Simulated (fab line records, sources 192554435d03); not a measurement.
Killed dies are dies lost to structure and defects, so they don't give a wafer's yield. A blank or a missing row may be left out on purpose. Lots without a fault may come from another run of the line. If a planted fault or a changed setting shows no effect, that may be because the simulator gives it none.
Matching of chambers / flow n5_finfet / 4 sister chambers for N5_GATE_CUT_STRIP_59 on rie_diel-03
The step strips in N2/H2, time 20 s. 20 wafers are shown with their chamber, then 10 later ones without.

## EACH WAFER AND ITS CHAMBER
wafer=L074.2; chamber=2; drypump_motor_current_A (A)=6.6; showerhead_plenum_p_Torr (Torr)=3.43; throttle_valve_pct (%)=12.3
wafer=L074.4; chamber=1; drypump_motor_current_A (A)=5.7; showerhead_plenum_p_Torr (Torr)=3.21; throttle_valve_pct (%)=12.2
wafer=L074.5; chamber=0; drypump_motor_current_A (A)=6.2; showerhead_plenum_p_Torr (Torr)=3.35; throttle_valve_pct (%)=12.3
wafer=L077.2; chamber=2; drypump_motor_current_A (A)=6.6; showerhead_plenum_p_Torr (Torr)=3.43; throttle_valve_pct (%)=12.3
wafer=L077.3; chamber=0; drypump_motor_current_A (A)=6.2; showerhead_plenum_p_Torr (Torr)=3.34; throttle_valve_pct (%)=12.3
wafer=L077.4; chamber=3; drypump_motor_current_A (A)=5.7; showerhead_plenum_p_Torr (Torr)=3.49; throttle_valve_pct (%)=12.4
wafer=L080.3; chamber=0; drypump_motor_current_A (A)=6.2; showerhead_plenum_p_Torr (Torr)=3.34; throttle_valve_pct (%)=12.4
wafer=L080.4; chamber=1; drypump_motor_current_A (A)=5.7; showerhead_plenum_p_Torr (Torr)=3.20; throttle_valve_pct (%)=12.2
wafer=L080.6; chamber=3; drypump_motor_current_A (A)=5.7; showerhead_plenum_p_Torr (Torr)=3.49; throttle_valve_pct (%)=12.5
wafer=L081.3; chamber=0; drypump_motor_current_A (A)=6.2; showerhead_plenum_p_Torr (Torr)=3.34; throttle_valve_pct (%)=12.4
wafer=L081.4; chamber=3; drypump_motor_current_A (A)=5.8; showerhead_plenum_p_Torr (Torr)=3.49; throttle_valve_pct (%)=12.5
wafer=L081.6; chamber=2; drypump_motor_current_A (A)=6.6; showerhead_plenum_p_Torr (Torr)=3.43; throttle_valve_pct (%)=12.3
wafer=L083.2; chamber=1; drypump_motor_current_A (A)=5.7; showerhead_plenum_p_Torr (Torr)=3.20; throttle_valve_pct (%)=12.2
wafer=L083.5; chamber=1; drypump_motor_current_A (A)=5.7; showerhead_plenum_p_Torr (Torr)=3.20; throttle_valve_pct (%)=12.3
wafer=L083.6; chamber=0; drypump_motor_current_A (A)=6.2; showerhead_plenum_p_Torr (Torr)=3.34; throttle_valve_pct (%)=12.4
wafer=L088.2; chamber=2; drypump_motor_current_A (A)=6.6; showerhead_plenum_p_Torr (Torr)=3.42; throttle_valve_pct (%)=11.7
wafer=L088.5; chamber=3; drypump_motor_current_A (A)=5.8; showerhead_plenum_p_Torr (Torr)=3.48; throttle_valve_pct (%)=12.5
wafer=L088.6; chamber=2; drypump_motor_current_A (A)=6.6; showerhead_plenum_p_Torr (Torr)=3.42; throttle_valve_pct (%)=11.7
wafer=L087.1; chamber=3; drypump_motor_current_A (A)=5.7; showerhead_plenum_p_Torr (Torr)=3.48; throttle_valve_pct (%)=12.5
wafer=L087.2; chamber=2; drypump_motor_current_A (A)=6.6; showerhead_plenum_p_Torr (Torr)=3.42; throttle_valve_pct (%)=11.7

SIGNATURES, as means of the wafers listed above
reading=drypump_motor_current_A; chamber 0=6.200; chamber 1=5.700; chamber 2=6.600; chamber 3=5.740; scatter within a chamber=0.0274
reading=showerhead_plenum_p_Torr; chamber 0=3.3420; chamber 1=3.2025; chamber 2=3.4250; chamber 3=3.4860; scatter within a chamber=0.00515
reading=throttle_valve_pct; chamber 0=12.360; chamber 1=12.225; chamber 2=12.000; chamber 3=12.480; scatter within a chamber=0.188
Rule: for each reading, subtract the chamber's mean from the wafer's reading, divide by that reading's scatter and square the result; add these up over the readings and take the root, which gives the wafer's distance from the chamber. If the next closest chamber is less than 2 further off than the closest, the wafer can't be placed; otherwise it belongs to the closest. The scatter is the square root of a quotient: the sum, over the shown wafers, of each reading's squared deviation from its chamber's mean, divided by wafers minus chambers.

## WAFERS WHOSE CHAMBER IS MISSING
wafer=L087.4; drypump_motor_current_A (A)=5.7; showerhead_plenum_p_Torr (Torr)=3.19; throttle_valve_pct (%)=12.3
wafer=L090.1; drypump_motor_current_A (A)=6.2; showerhead_plenum_p_Torr (Torr)=3.33; throttle_valve_pct (%)=11.8
wafer=L090.3; drypump_motor_current_A (A)=5.7; showerhead_plenum_p_Torr (Torr)=3.48; throttle_valve_pct (%)=12.5
wafer=L090.5; drypump_motor_current_A (A)=5.7; showerhead_plenum_p_Torr (Torr)=3.19; throttle_valve_pct (%)=12.3
wafer=L091.2; drypump_motor_current_A (A)=5.7; showerhead_plenum_p_Torr (Torr)=3.47; throttle_valve_pct (%)=12.5
wafer=L091.4; drypump_motor_current_A (A)=6.6; showerhead_plenum_p_Torr (Torr)=3.42; throttle_valve_pct (%)=11.7
wafer=L091.6; drypump_motor_current_A (A)=5.7; showerhead_plenum_p_Torr (Torr)=3.47; throttle_valve_pct (%)=12.5
wafer=L095.1; drypump_motor_current_A (A)=5.7; showerhead_plenum_p_Torr (Torr)=3.18; throttle_valve_pct (%)=12.3
wafer=L095.2; drypump_motor_current_A (A)=6.6; showerhead_plenum_p_Torr (Torr)=3.41; throttle_valve_pct (%)=11.7
wafer=L095.5; drypump_motor_current_A (A)=5.7; showerhead_plenum_p_Torr (Torr)=3.47; throttle_valve_pct (%)=12.5

## EACH ONE'S CHAMBER
wafer=L087.4; from the rows above=1; in truth=1
wafer=L090.1; from the rows above=0; in truth=0
wafer=L090.3; from the rows above=3; in truth=3
wafer=L090.5; from the rows above=1; in truth=1
wafer=L091.2; from the rows above=3; in truth=3
wafer=L091.4; from the rows above=2; in truth=2
wafer=L091.6; from the rows above=3; in truth=3
wafer=L095.1; from the rows above=1; in truth=1
wafer=L095.2; from the rows above=2; in truth=2
wafer=L095.5; from the rows above=3; in truth=3
10 of 10 placed correctly. Number that these rows cannot place: 0. Wrongly placed: 0.
